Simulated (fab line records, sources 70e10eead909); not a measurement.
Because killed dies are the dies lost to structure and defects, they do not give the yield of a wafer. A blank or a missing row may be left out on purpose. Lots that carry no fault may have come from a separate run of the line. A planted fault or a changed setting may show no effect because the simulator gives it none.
Which tool is to blame? :: flow nand_harc :: 36 wafers from 12 lots sampled at 3 of the route's 1302 steps

## WHAT EACH GAUGE READ, for each wafer
NHARC_A_CONTACT_OVL_MEAS_70.
lot: L075
measured: day 21 06:47
on: overlay-01
overlay_x_nm (nm): 0.8 0.0 0.4

lot: L076
measured: day 21 23:46
on: overlay-01
overlay_x_nm (nm): 0.6 0.6 0.6

lot: L079
measured: day 23 06:34
on: overlay-02
overlay_x_nm (nm): -0.9 -0.6 -1.0

lot: L081
measured: day 24 09:20
on: overlay-02
overlay_x_nm (nm): 1.3 1.1 1.7

lot: L083
measured: day 25 02:05
on: overlay-02
overlay_x_nm (nm): 0.4 0.7 0.2

lot: L085
measured: day 25 10:23
on: overlay-02
overlay_x_nm (nm): -0.2 -0.1 -0.2

lot: L087
measured: day 26 05:38
on: overlay-01
overlay_x_nm (nm): 1.3 1.7 1.9

lot: L089
measured: day 26 14:25
on: overlay-01
overlay_x_nm (nm): -0.1 0.7 0.4

lot: L091
measured: day 28 06:49
on: overlay-01
overlay_x_nm (nm): 0.1 -0.5 -0.2

lot: L093
measured: day 29 08:26
on: overlay-01
overlay_x_nm (nm): 0.3 0.9 0.2

lot: L095
measured: day 30 01:11
on: overlay-01
overlay_x_nm (nm): -1.2 -0.2 -0.7

lot: L097
measured: day 30 09:29
on: overlay-02
overlay_x_nm (nm): -0.6 -0.6 -0.1

## EACH LOT AND THE TOOL THAT RAN IT (in order: tool; ch and the chambers of the sampled wafers; start)
lot: L075
NHARC_A_WL_FILL_ETCHBACK_17: rie_metal-02 ch 0,1, day 20 03:35
NHARC_A_CONTACT_ETCH_123: har_cap_etch-02 ch 0,1, day 20 22:12

lot: L076
NHARC_A_WL_FILL_ETCHBACK_17: rie_metal-01 ch 0,1, day 21 00:55
NHARC_A_CONTACT_ETCH_123: har_cap_etch-01 ch 1, day 21 17:31

lot: L079
NHARC_A_WL_FILL_ETCHBACK_17: rie_metal-01 ch 0, day 22 03:09
NHARC_A_CONTACT_ETCH_123: har_cap_etch-03 ch 0, day 22 19:58

lot: L081
NHARC_A_WL_FILL_ETCHBACK_17: rie_metal-02 ch 0, day 23 09:37
NHARC_A_CONTACT_ETCH_123: har_cap_etch-03 ch 0,1, day 24 02:19

lot: L083
NHARC_A_WL_FILL_ETCHBACK_17: rie_metal-02 ch 0,1, day 23 22:13
NHARC_A_CONTACT_ETCH_123: har_cap_etch-03 ch 0,1, day 24 16:50

lot: L085
NHARC_A_WL_FILL_ETCHBACK_17: rie_metal-03 ch 1, day 24 08:56
NHARC_A_CONTACT_ETCH_123: har_cap_etch-02 ch 0,1, day 25 04:06

lot: L087
NHARC_A_WL_FILL_ETCHBACK_17: rie_metal-02 ch 0,1, day 25 00:56
NHARC_A_CONTACT_ETCH_123: har_cap_etch-03 ch 0,1, day 25 20:19

lot: L089
NHARC_A_WL_FILL_ETCHBACK_17: rie_metal-02 ch 0,1, day 25 12:47
NHARC_A_CONTACT_ETCH_123: har_cap_etch-01 ch 0,1, day 26 04:46

lot: L091
NHARC_A_WL_FILL_ETCHBACK_17: rie_metal-03 ch 0,1, day 27 05:25
NHARC_A_CONTACT_ETCH_123: har_cap_etch-01 ch 0,1, day 27 22:14

lot: L093
NHARC_A_WL_FILL_ETCHBACK_17: rie_metal-03 ch 0,1, day 28 10:00
NHARC_A_CONTACT_ETCH_123: har_cap_etch-01 ch 0,1, day 29 02:13

lot: L095
NHARC_A_WL_FILL_ETCHBACK_17: rie_metal-01 ch 0,1, day 28 22:53
NHARC_A_CONTACT_ETCH_123: har_cap_etch-02 ch 0,1, day 29 16:22

lot: L097
NHARC_A_WL_FILL_ETCHBACK_17: rie_metal-02 ch 0,1, day 29 07:44
NHARC_A_CONTACT_ETCH_123: har_cap_etch-03 ch 0,1, day 30 02:50
- NHARC_A_WL_FILL_ETCHBACK_17: etches the open film in Cl2/BCl3, target depth 4 nm, time 26.7 s.
- NHARC_A_CONTACT_ETCH_123: etches the open film in C4F8/O2/Ar, time 490 s, target depth 2110 nm.

## THE ANSWER, worked out from the rows above alone
Rule: what is usual is taken from the lots themselves. Put in order of their means at a reading, lots are off if they are a third of the lots or fewer, leave a main group of 4 or more, and stand apart from it by a gap of 3 or more times the standard deviation of the main group's means; of several such gaps the widest counts. A main group whose means are all the same, to the digits that the tables above print for the reading, isn't used. A lot without any number at a reading at which 4 lots or more have one is off too. The other lots that the step has rows for count as sound.
No lot is off at any reading shown: from this, nothing can be told.

## WHAT THE SIMULATOR HAD INSERTED
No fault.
